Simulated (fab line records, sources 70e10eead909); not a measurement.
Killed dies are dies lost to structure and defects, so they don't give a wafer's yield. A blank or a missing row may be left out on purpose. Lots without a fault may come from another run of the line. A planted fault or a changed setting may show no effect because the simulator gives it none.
fab line records | flow nand_harc | part 1 of 2: steps 1 to 19 of 24
record lots=5 wafers=15 last_day=23
route steps=1159 shown A_CHANNEL_HOLE_D1@451
lots that met no fault: from a run of the same line without faults
start_h: hours from the record's first day to the start of the lot's first wafer shown | wait_h: hours since the lot's step before | " the same as in the row above | L1.1+2: a row that stands for several wafers | - no value, or no start given | * or withheld: withheld | < > ~ a bound
route shown NAME@n: a module of which the file shows steps, and the number in the route of the first | usual: mean/standard deviation of fault-free wafers | same: alike in all rows | chamber/n: place in a boat | sites: the reading at each site | _std_site: their standard deviation | _edge_site: outer sites' mean less inner sites' | radius_mm: how far each site lies from the wafer's centre | mask NAME#n: copy n | behind: the tool/chamber that last shaped the wafer | hold: why the lot was held/for how many hours/how that ended | device: the transistor (n, p or np) that didn't switch | end of line: the same wafers' tests at the end of the route | a step without rows: its recipe alone | killed: dies lost to structure and defects at the first sort, not the wafer's yield | map: a wafer's dies, x killed, . not, _ none there
set.NAME: the setting as run; set.NAME@STEP: as run at that earlier step | model.NAME: the simulator's own value behind a step, which no gauge read
lots at some steps of the route; a table a step, a row a wafer
services: from which hour (start_h, from the record's first day; less than 0 if before it) a tool's chamber was out of use, for how many hours, and why
## steps
# step NHARC_A_CHANNEL_HOLE_D1_DEP_01
# recipe target_thk_a=1400 target_thk_nm=140 temp_c=400 pressure_torr=3.5 flow_sccm=200 rf_w=350 material=SiON
# usual heater_power_w=727/100
# columns lot.wafer tool chamber start_h wait_h heater_power_w
L076.2 pecvd-01 2 189.60 1.3 734
L076.3 " 0 " " 609
L076.5 " 0 " " 628
L083.4 pecvd-01 1 234.43 0.8 736
L083.5 " 2 " " 769
L083.6 " 0 " " 576
L085.1 pecvd-03 1 250.62 1.6 723
L085.2 " 2 " " 645
L085.3 " 0 " " 647
L091.2 pecvd-01 0 271.22 1.5 655
L091.6 " 2 " " 697
L091.4 " 0 " " 639
L093.3 pecvd-03 1 279.64 1.0 696
L093.4 " 2 " " 630
L093.5 " 1 " " 711
# step NHARC_A_CHANNEL_HOLE_D1_DEHYDRATE_02
# recipe temp_c=150 time_s=120
# usual exhaust_pa=44.9/0.98
# columns lot.wafer tool chamber start_h wait_h exhaust_pa
L076.2 litho_track-04 0 189.87 0.2 44.1
L076.3 " 0 " " 44.3
L076.5 " 0 " " 44.2
L083.4 litho_track-06 0 234.61 0.2 42.2
L083.5 " 0 " " 43.8
L083.6 " 0 " " 43.8
L085.1 litho_track-06 0 250.92 0.3 44.7
L085.2 " 0 " " 46.6
L085.3 " 0 " " 46.0
L091.2 litho_track-04 0 271.46 0.2 44.9
L091.4 " 0 " " 44.7
L091.6 " 0 " " 44.0
L093.3 litho_track-01 0 279.85 0.2 44.9
L093.4 " 0 " " 44.8
L093.5 " 0 " " 44.4
# step NHARC_A_CHANNEL_HOLE_D1_HMDS_03
# recipe time_s=30
# usual exhaust_pa=44.8/1
# columns lot.wafer tool chamber start_h wait_h exhaust_pa
L076.2 litho_track-04 0 - - 44.3
L076.3 " 0 " " 44.0
L076.5 " 0 " " 45.0
L083.4 litho_track-06 0 - - 45.4
L083.5 " 0 " " 44.7
L083.6 " 0 " " 47.3
L085.1 litho_track-06 0 - - 44.7
L085.2 " 0 " " 44.4
L085.3 " 0 " " 43.0
L091.2 litho_track-04 0 - - 45.7
L091.4 " 0 " " 44.2
L091.6 " 0 " " 44.1
L093.3 litho_track-01 0 - - 43.1
L093.4 " 0 " " 44.1
L093.5 " 0 " " 42.6
# step NHARC_A_CHANNEL_HOLE_D1_COAT_36
# recipe temp_c=260 time_s=75
# usual exhaust_pa=44.9/0.83
# columns lot.wafer tool chamber start_h wait_h exhaust_pa
L076.2 litho_track-04 0 - - 46.3
L076.3 " 0 " " 44.6
L076.5 " 0 " " 45.3
L083.4 litho_track-06 0 - - 45.9
L083.5 " 0 " " 45.5
L083.6 " 0 " " 45.1
L085.1 litho_track-06 0 - - 44.8
L085.2 " 0 " " 45.5
L085.3 " 0 " " 45.8
L091.2 litho_track-04 0 - - 45.6
L091.4 " 0 " " 43.7
L091.6 " 0 " " 44.0
L093.3 litho_track-01 0 - - 42.9
L093.4 " 0 " " 45.0
L093.5 " 0 " " 46.1
# step NHARC_A_CHANNEL_HOLE_D1_COAT_37
# recipe temp_c=225 time_s=65
# usual exhaust_pa=44.9/1
# columns lot.wafer tool chamber start_h wait_h exhaust_pa
L076.2 litho_track-04 0 - - 43.4
L076.3 " 0 " " 44.1
L076.5 " 0 " " 45.0
L083.4 litho_track-06 0 - - 44.6
L083.5 " 0 " " 44.5
L083.6 " 0 " " 45.0
L085.1 litho_track-06 0 - - 44.5
L085.2 " 0 " " 46.6
L085.3 " 0 " " 45.4
L091.2 litho_track-04 0 - - 44.2
L091.4 " 0 " " 44.8
L091.6 " 0 " " 44.5
L093.3 litho_track-01 0 - - 42.9
L093.4 " 0 " " 44.0
L093.5 " 0 " " 44.8
# step NHARC_A_CHANNEL_HOLE_D1_COAT_04
# recipe spin_rpm=1500 resist_thk_nm=90
# usual exhaust_pa=45.0/0.9 spin_speed_rpm=1500.1/0.87
# columns lot.wafer tool chamber start_h wait_h exhaust_pa spin_speed_rpm
L076.2 litho_track-04 0 - - 44.2 1500.6
L076.3 " 0 " " 43.9 1500.2
L076.5 " 0 " " 44.7 1500.0
L083.4 litho_track-06 0 - - 45.3 1499.7
L083.5 " 0 " " 44.8 1500.7
L083.6 " 0 " " 44.0 1499.9
L085.1 litho_track-06 0 - - 45.6 1500.0
L085.2 " 0 " " 46.7 1500.5
L085.3 " 0 " " 45.9 1501.6
L091.2 litho_track-04 0 - - 46.8 1498.3
L091.4 " 0 " " 45.2 1498.7
L091.6 " 0 " " 46.5 1498.5
L093.3 litho_track-01 0 - - 44.6 1499.5
L093.4 " 0 " " 44.2 1499.4
L093.5 " 0 " " 44.2 1498.2
# step NHARC_A_CHANNEL_HOLE_D1_SOFTBAKE_05
# recipe temp_c=105 time_s=55
# usual exhaust_pa=45.1/0.86
# columns lot.wafer tool chamber start_h wait_h exhaust_pa
L076.2 litho_track-04 0 - - 45.3
L076.3 " 0 " " 45.8
L076.5 " 0 " " 45.4
L083.4 litho_track-06 0 - - 45.6
L083.5 " 0 " " 44.9
L083.6 " 0 " " 46.1
L085.1 litho_track-06 0 - - 44.3
L085.2 " 0 " " 43.7
L085.3 " 0 " " 43.3
L091.2 litho_track-04 0 - - 46.0
L091.4 " 0 " " 45.0
L091.6 " 0 " " 44.9
L093.3 litho_track-01 0 - - 45.2
L093.4 " 0 " " 45.2
L093.5 " 0 " " 45.2
# step NHARC_A_CHANNEL_HOLE_D1_EBR_06
# usual exhaust_pa=45.0/0.82
# columns lot.wafer tool chamber start_h wait_h exhaust_pa
L076.2 litho_track-04 0 - - 46.2
L076.3 " 0 " " 45.4
L076.5 " 0 " " 45.1
L083.4 litho_track-06 0 - - 45.5
L083.5 " 0 " " 44.2
L083.6 " 0 " " 44.8
L085.1 litho_track-06 0 - - 44.1
L085.2 " 0 " " 44.4
L085.3 " 0 " " 44.5
L091.2 litho_track-04 0 - - 44.9
L091.4 " 0 " " 44.4
L091.6 " 0 " " 44.5
L093.3 litho_track-01 0 - - 43.7
L093.4 " 0 " " 44.0
L093.5 " 0 " " 43.2
# step NHARC_A_CHANNEL_HOLE_D1_EXPOSE_07
# recipe na=1.35 target_cd_nm=100 sigma_outer=0.3 dose_mj=59.65 mask_id=HOLE_D1
# columns lot.wafer tool chamber start_h wait_h mask
L076.2+3+5 arfi_scanner-03 0 190.19 - HOLE_D1#0
L083.4+5+6 arfi_scanner-03 0 234.93 - HOLE_D1#0
L085.1+2+3 arfi_scanner-02 0 251.11 - HOLE_D1#0
L091.2+4+6 arfi_scanner-02 0 271.78 - HOLE_D1#0
L093.3+4+5 arfi_scanner-01 0 280.17 - HOLE_D1#0
# step NHARC_A_CHANNEL_HOLE_D1_PEB_08
# recipe peb_temp_c=100 peb_time_s=65
# usual exhaust_pa=45.1/0.92
# same peb_time_s=65
# columns lot.wafer tool chamber start_h wait_h exhaust_pa
L076.2 litho_track-01 0 190.24 0.1 45.9
L076.3 " 0 " " 45.1
L076.5 " 0 " " 46.1
L083.4 litho_track-06 0 234.98 0.0 44.6
L083.5 " 0 " " 44.3
L083.6 " 0 " " 44.7
L085.1 litho_track-01 0 251.17 0.1 44.7
L085.2 " 0 " " 46.1
L085.3 " 0 " " 45.7
L091.2 litho_track-06 0 271.84 0.1 45.4
L091.4 " 0 " " 45.4
L091.6 " 0 " " 44.7
L093.3 litho_track-01 0 280.22 0.0 44.3
L093.4 " 0 " " 44.3
L093.5 " 0 " " 43.8
# step NHARC_A_CHANNEL_HOLE_D1_DEVELOP_09
# recipe develop_time_s=35 dev_temp_c=23
# usual exhaust_pa=45.0/1
# columns lot.wafer tool chamber start_h wait_h exhaust_pa
L076.2 litho_track-01 0 - - 44.5
L076.3 " 0 " " 45.4
L076.5 " 0 " " 44.2
L083.4 litho_track-06 0 - - 44.4
L083.5 " 0 " " 43.9
L083.6 " 0 " " 44.1
L085.1 litho_track-01 0 - - 46.5
L085.2 " 0 " " 45.0
L085.3 " 0 " " 45.8
L091.2 litho_track-06 0 - - 44.6
L091.4 " 0 " " 44.7
L091.6 " 0 " " 43.8
L093.3 litho_track-01 0 - - 43.4
L093.4 " 0 " " 45.4
L093.5 " 0 " " 44.6
# step NHARC_A_CHANNEL_HOLE_D1_CD_MEAS_10
# recipe target_cd_nm=100 landing_energy_ev=500
# usual cd_nm=100.0/0.41
# columns lot.wafer tool chamber start_h wait_h cd_nm
L076.2 cd_sem-03 0 190.32 - 100.2
L076.3 " 0 " " 100.8
L076.5 " 0 " " 100.1
L083.4 cd_sem-02 0 235.07 - 100.3
L083.5 " 0 " " 99.4
L083.6 " 0 " " 99.8
L085.1 cd_sem-01 0 251.25 - 100.1
L085.2 " 0 " " 99.5
L085.3 " 0 " " 100.5
L091.2 cd_sem-01 0 271.92 - 99.1
L091.4 " 0 " " 99.8
L091.6 " 0 " " 99.3
L093.3 cd_sem-03 0 280.31 - 99.6
L093.4 " 0 " " 100.1
L093.5 " 0 " " 99.9
# step NHARC_A_CHANNEL_HOLE_D1_OVL_MEAS_11
# usual overlay_x_nm=-0.1/0.73 overlay_y_nm=-0.2/0.62
# columns lot.wafer tool chamber start_h wait_h overlay_x_nm overlay_y_nm
L076.2 overlay-01 - 190.41 - 0.8 0.3
L076.3 " - " " 0.9 0.3
L076.5 " - " " 1.0 0.4
L083.4 overlay-01 - 235.15 - 0.0 0.5
L083.5 " - " " -0.5 0.3
L083.6 " - " " -0.4 0.7
L085.1 overlay-02 - 251.34 - -0.3 0.6
L085.2 " - " " -0.6 0.6
L085.3 " - " " -0.6 0.1
L091.2 overlay-02 - 272.00 - 0.0 -0.7
L091.4 " - " " 1.0 -1.1
L091.6 " - " " 0.5 -0.9
L093.3 overlay-02 - 280.39 - 0.0 -0.6
L093.4 " - " " 0.7 -0.7
L093.5 " - " " 0.7 -1.0
# step NHARC_A_CHANNEL_HOLE_D1_INSPECT_12
# usual raw_defect_count=5.7/2.9
# columns lot.wafer tool chamber start_h wait_h raw_defect_count
L076.2 defect_inspect-02 - 190.45 0.0 6
L076.3 " - " " 11
L076.5 " - " " 11
L083.4 defect_inspect-01 - 235.19 0.0 1
L083.5 " - " " 4
L083.6 " - " " 2
L085.1 defect_inspect-01 - 251.37 0.0 6
L085.2 " - " " 6
L085.3 " - " " 7
L091.2 defect_inspect-01 - 272.04 0.0 6
L091.4 " - " " 12
L091.6 " - " " 9
L093.3 defect_inspect-01 - 280.43 0.0 4
L093.4 " - " " 8
L093.5 " - " " 4
# step NHARC_A_CHANNEL_HOLE_D1_DESCUM_15
# recipe time_s=3 o2_flow_sccm=200 ar_flow_sccm=0 bias_power_w=0 chemistry=O2
# usual drypump_motor_current_A=5.7/0.51 mfc_ar_sccm=0.005/0.01 o2_flow_sccm=200.0/0.64 oes_product_au=1.002/0.0081 rf_vpp_V=57.8/0.9 showerhead_plenum_p_Torr=1.92/0.08 throttle_valve_pct=11.311/0.0092
# columns lot.wafer tool chamber start_h wait_h drypump_motor_current_A mfc_ar_sccm o2_flow_sccm oes_product_au rf_hours_counter_h rf_vpp_V showerhead_plenum_p_Torr throttle_valve_pct
L076.2 rie_diel-10 2 190.52 0.1 4.7 0.016 199.7 1.004 0 57.0 1.98 11.315
L076.3 " 3 " " 5.5 0 201.6 1.002 0 56.1 1.81 11.313
L076.5 " 3 " " 5.5 0 200.6 0.996 - 57.0 1.81 11.298
L083.4 rie_diel-10 3 235.25 0.1 5.6 0 200.1 1.000 3 56.3 1.80 11.324
L083.6 " 3 " " 5.6 0 199.6 0.996 - 56.1 1.80 11.313
L083.5 " 0 " " 5.9 0 201.0 1.004 - 57.5 1.82 11.322
L085.1 rie_diel-11 3 251.44 0.1 5.4 0 199.8 0.990 5 58.3 1.99 11.300
L085.2 " 0 " " 5.9 0 200.9 1.008 4 58.4 1.99 11.295
L085.3 " 2 " " 5.1 0.039 200.6 1.008 5 56.2 1.78 11.325
L091.2 rie_diel-11 2 272.11 0.1 5.1 0.039 200.3 0.990 6 57.1 1.78 11.318
L091.4 " 3 " " 5.4 0 200.8 0.994 7 58.7 1.99 11.309
L091.6 " 1 " " 5.8 0 200.0 0.994 - 58.3 1.87 11.311
L093.3 rie_diel-09 3 280.49 0.1 5.4 0.008 200.0 1.002 2 58.3 1.93 11.305
L093.4 " 0 " " 6.4 0 201.2 1.009 2 58.4 1.94 11.307
L093.5 " 3 " " 5.4 0.008 200.0 1.010 - 59.1 1.93 11.313
# step NHARC_A_CHANNEL_HOLE_D1_ETCH_38
# recipe target_depth_a=390 over_etch_frac=0.3 time_s=65 ion_energy_ev=80 cf4_flow_sccm=150 ar_flow_sccm=0 rf_w=300 bias_w=100 chemistry=CF4
# usual bias_w=100.0/0.3 drypump_motor_current_A=5.7/0.5 mfc_ar_sccm=0.005/0.01 oes_product_au=1.003/0.0077 rf_vpp_V=151.2/1.2 showerhead_plenum_p_Torr=1.77/0.069 throttle_valve_pct=13.284/0.0093
# same over_etch_frac=0.3
# columns lot.wafer tool chamber start_h wait_h bias_w drypump_motor_current_A mfc_ar_sccm oes_product_au rf_hours_counter_h rf_vpp_V showerhead_plenum_p_Torr throttle_valve_pct
L076.3 rie_diel-10 2 190.61 0.1 99.9 4.7 0.016 0.998 0 151.4 1.83 13.274
L076.2 " 1 " " 100.7 6.3 0 1.003 0 152.2 1.81 13.291
L076.5 " 2 " " 99.8 4.7 0.016 1.004 - 152.2 1.83 13.273
L083.4 rie_diel-10 3 235.35 0.1 100.7 5.6 0 1.000 3 149.6 1.68 13.275
L083.5 " 0 " " 99.7 5.9 0 1.003 - 150.9 1.69 13.301
L083.6 " 1 " " 99.9 6.4 0 1.005 - 151.7 1.81 13.277
L085.1 rie_diel-11 2 251.53 0.1 99.9 5.1 0.039 0.997 5 148.1 1.65 13.290
L085.3 " 3 " " 100.3 5.4 0 0.988 5 151.6 1.83 13.278
L085.2 " 0 " " 99.5 5.9 0 1.000 4 151.0 1.83 13.296
L091.4 rie_diel-11 2 272.20 0.1 99.7 5.1 0.039 0.999 6 150.4 1.65 13.287
L091.2 " 3 " " 99.6 5.4 0 0.998 7 151.6 1.83 13.288
L091.6 " 0 " " 100.4 5.9 0 1.000 - 152.6 1.83 13.278
L093.3 rie_diel-09 3 280.58 0.1 100.4 5.4 0.008 1.011 2 151.4 1.79 13.267
L093.4 " 0 " " 100.0 6.4 0 1.009 2 151.9 1.79 13.269
L093.5 " 1 " " 99.5 6.1 0 1.006 - 153.4 1.88 13.291
# step NHARC_A_CHANNEL_HOLE_D1_ETCH_39
# recipe target_depth_a=2600 over_etch_frac=0.3 time_s=325 ion_energy_ev=200 n2_flow_sccm=150 h2_flow_sccm=150 ar_flow_sccm=0 rf_w=400 bias_w=150 chemistry=N2/H2
# usual bias_w=150.0/0.45 drypump_motor_current_A=5.7/0.5 mfc_ar_sccm=0.005/0.01 oes_product_au=1.003/0.0082 rf_vpp_V=430.5/2.5 showerhead_plenum_p_Torr=2.04/0.089 throttle_valve_pct=14.172/0.0096
# same over_etch_frac=0.3
# columns lot.wafer tool chamber start_h wait_h bias_w drypump_motor_current_A mfc_ar_sccm oes_product_au rf_hours_counter_h rf_vpp_V showerhead_plenum_p_Torr throttle_valve_pct
L076.2 rie_diel-10 3 - - 149.6 5.6 0 1.009 0 426.4 1.92 14.177
L076.3 " 1 " " 149.6 6.4 0 1.010 0 431.4 2.09 14.173
L076.5 " 2 " " 150.3 4.7 0.016 1.000 - 432.2 2.12 14.172
L083.4 rie_diel-10 3 - - 149.6 5.6 0 0.996 3 427.1 1.92 14.181
L083.6 " 0 " " 149.8 5.9 0 1.007 - 427.8 1.93 14.151
L083.5 " 1 " " 149.6 6.4 0 0.994 - 431.7 2.09 14.186
L085.3 rie_diel-11 0 - - 149.4 5.9 0 1.002 4 433.7 2.12 14.172
L085.1 " 1 " " 149.6 5.8 0 0.998 4 429.1 1.99 14.164
L085.2 " 3 " " 149.9 5.4 0 0.986 5 432.5 2.12 14.176
L091.4 rie_diel-11 0 - - 149.8 5.9 0 1.006 6 432.0 2.12 14.189
L091.2 " 2 " " 150.3 5.2 0.039 0.988 6 426.6 1.89 14.180
L091.6 " 3 " " 150.1 5.4 0 0.993 - 434.1 2.12 14.169
L093.3 rie_diel-09 0 - - 150.0 6.4 0 1.006 2 431.4 2.07 14.163
L093.4 " 3 " " 151.4 5.4 0.008 1.003 2 430.3 2.06 14.178
L093.5 " 0 " " 150.2 6.4 0 1.009 - 431.1 2.07 14.175
# step NHARC_A_CHANNEL_HOLE_D1_ETCH_34
# recipe target_depth_a=1540 time_s=77 cf4_flow_sccm=100 chf3_flow_sccm=30 ar_flow_sccm=0 rf_w=500 bias_w=200 chemistry=CF4/CHF3
# usual bias_w=200.0/0.64 drypump_motor_current_A=5.7/0.49 mfc_ar_sccm=0.005/0.01 oes_product_au=0.943/0.024 rf_vpp_V=370.5/2.3 showerhead_plenum_p_Torr=1.57/0.062 throttle_valve_pct=16.802/0.0086
# columns lot.wafer tool chamber start_h wait_h bias_w drypump_motor_current_A mfc_ar_sccm oes_product_au rf_hours_counter_h rf_vpp_V showerhead_plenum_p_Torr throttle_valve_pct
L076.2 rie_diel-10 3 - - 200.1 5.5 0 0.962 0 365.7 1.49 16.792
L076.3 " 1 " " 199.7 6.4 0 0.958 0 370.3 1.61 16.804
L076.5 " 1 " " 199.1 6.3 0 0.961 - 371.5 1.61 16.800
L083.4 rie_diel-10 3 - - 199.4 5.5 0 0.919 3 367.3 1.49 16.804
L083.5 " 0 " " 199.3 5.9 0 0.924 - 368.9 1.50 16.795
L083.6 " 1 " " 200.6 6.3 0 0.925 - 373.6 1.61 16.786
L085.3 rie_diel-11 1 - - 199.6 5.8 0 0.911 4 369.3 1.54 16.800
L085.2 " 2 " " 199.7 5.1 0.039 0.914 5 368.5 1.47 16.806
L085.1 " 3 " " 200.0 5.4 0 0.912 5 373.8 1.63 16.805
L091.2 rie_diel-11 2 - - 201.0 5.1 0.039 0.916 6 365.7 1.47 16.804
L091.4 " 3 " " 198.8 5.4 0 0.918 7 372.3 1.63 16.794
L091.6 " 2 " " 200.2 5.1 0.039 0.921 - 366.5 1.47 16.806
L093.3 rie_diel-09 0 - - 200.2 6.4 0 0.998 2 372.2 1.59 16.804
L093.4 " 1 " " 200.8 6.1 0 0.989 2 373.2 1.67 16.807
L093.5 " 2 " " 200.0 6.0 0 0.974 - 369.3 1.55 16.812
# step NHARC_A_CHANNEL_HOLE_D1_ETCH_16
# recipe target_depth_a=31000 over_etch_frac=0.3 time_s=806 ion_energy_ev=150 o2_flow_sccm=400 cos_flow_sccm=20 ar_flow_sccm=0 rf_w=500 bias_w=300 chemistry=O2/COS
# usual bias_w=300.0/1 drypump_motor_current_A=5.7/0.53 mfc_ar_sccm=0.005/0.011 o2_flow_sccm=400.0/1.3 oes_product_au=1.003/0.0076 rf_vpp_V=314.3/1.8 showerhead_plenum_p_Torr=3.13/0.12 throttle_valve_pct=28.330/0.009
# same over_etch_frac=0.3
# columns lot.wafer tool chamber start_h wait_h bias_w drypump_motor_current_A mfc_ar_sccm o2_flow_sccm oes_product_au rf_hours_counter_h rf_vpp_V showerhead_plenum_p_Torr throttle_valve_pct
L076.2 rie_diel-10 2 - - 301.0 4.7 0.016 403.2 0.999 1 315.7 3.23 28.323
L076.3 " 1 " " 297.3 6.4 0 400.8 1.012 1 314.0 3.20 28.332
L076.5 " 2 " " 300.1 4.7 0.016 399.9 0.994 - 315.6 3.23 28.341
L083.4 rie_diel-10 2 - - 299.3 4.7 0.016 400.3 0.995 3 314.7 3.23 28.322
L083.6 " 0 " " 299.3 5.9 0 400.5 1.008 - 312.8 2.97 28.334
L083.5 " 1 " " 298.0 6.4 0 399.5 1.006 - 314.9 3.19 28.311
L085.3 rie_diel-11 3 - - 302.3 5.4 0 399.7 0.991 5 317.3 3.24 28.328
L085.1 " 0 " " 299.5 5.9 0 400.8 0.992 5 315.2 3.23 28.337
L085.2 " 2 " " 300.3 5.2 0.039 399.4 0.992 5 310.8 2.91 28.342
L091.4 rie_diel-11 2 - - 299.0 5.1 0.039 401.2 0.993 6 311.3 2.91 28.322
L091.2 " 1 " " 298.7 5.8 0 399.9 0.997 6 314.0 3.05 28.327
L091.6 " 2 " " 300.3 5.1 0.039 398.8 1.003 - 310.6 2.91 28.337
L093.3 rie_diel-09 0 - - 300.5 6.4 0 400.2 1.004 2 314.1 3.16 28.328
L093.4 " 1 " " 302.0 6.1 0 400.3 1.000 2 317.1 3.32 28.330
L093.5 " 0 " " 298.3 6.4 0 399.6 1.001 - 314.4 3.16 28.332
